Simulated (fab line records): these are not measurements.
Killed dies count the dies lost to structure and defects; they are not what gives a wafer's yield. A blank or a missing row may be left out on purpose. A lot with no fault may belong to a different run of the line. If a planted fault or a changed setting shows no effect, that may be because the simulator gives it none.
Chamber matching    flow n5-finfet    4 sister chambers for N5_BEOL_M7_ETCH_66 on rie-diel-01
The step etches SOC in N2/H2, target depth 80 nm, overetch 16 nm, time 120 s. 8 wafers are shown with their chamber, then 8 later ones without.

## WAFERS WITH THEIR CHAMBER
wafer   chamber  drypump-motor-current-A (A)  showerhead-plenum-p-Torr (Torr)
L078.1  2        6.3                          2.45
L079.3  2        6.3                          2.45
L080.5  1        5.4                          2.51
L080.6  3        5.4                          2.53
L083.1  1        5.5                          2.51
L083.2  0        5.7                          2.50
L083.5  0        5.7                          2.50
L094.2  3        5.4                          2.51

## WAFERS WHOSE CHAMBER IS MISSING
wafer   drypump-motor-current-A (A)  showerhead-plenum-p-Torr (Torr)
L094.3  5.6                          2.50
L094.5  6.3                          2.44
L096.2  5.4                          2.51
L096.3  5.5                          2.50
L096.6  5.5                          2.50
L097.1  6.2                          2.44
L097.3  5.7                          2.50
L097.6  5.7                          2.49

## EACH ONE'S CHAMBER
wafer   from the rows above      in truth
L094.3  can't be placed: 0 or 1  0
L094.5  2                        2
L096.2  can't be placed: 3 or 1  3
L096.3  can't be placed: 1 or 3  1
L096.6  can't be placed: 1 or 3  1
L097.1  2                        2
L097.3  0                        0
L097.6  0                        0
4 of 8 placed correctly. Unplaceable from these rows: 4, with the true chamber sitting among the candidates in 4. Wrongly placed: 0.
How it was worked out, from the rows above alone: a wafer's distance from a chamber is the root of the sum, over the readings, of the square of ((its reading less the chamber's mean) divided by the reading's scatter). The wafer belongs to the nearest chamber; if the next one is less than 2 further off, it can't be placed. The mean given for a chamber averages the wafers shown for that chamber. The scatter is the square root of a quotient: the sum, over the shown wafers, of each reading's squared deviation from its chamber's mean, divided by wafers minus chambers.
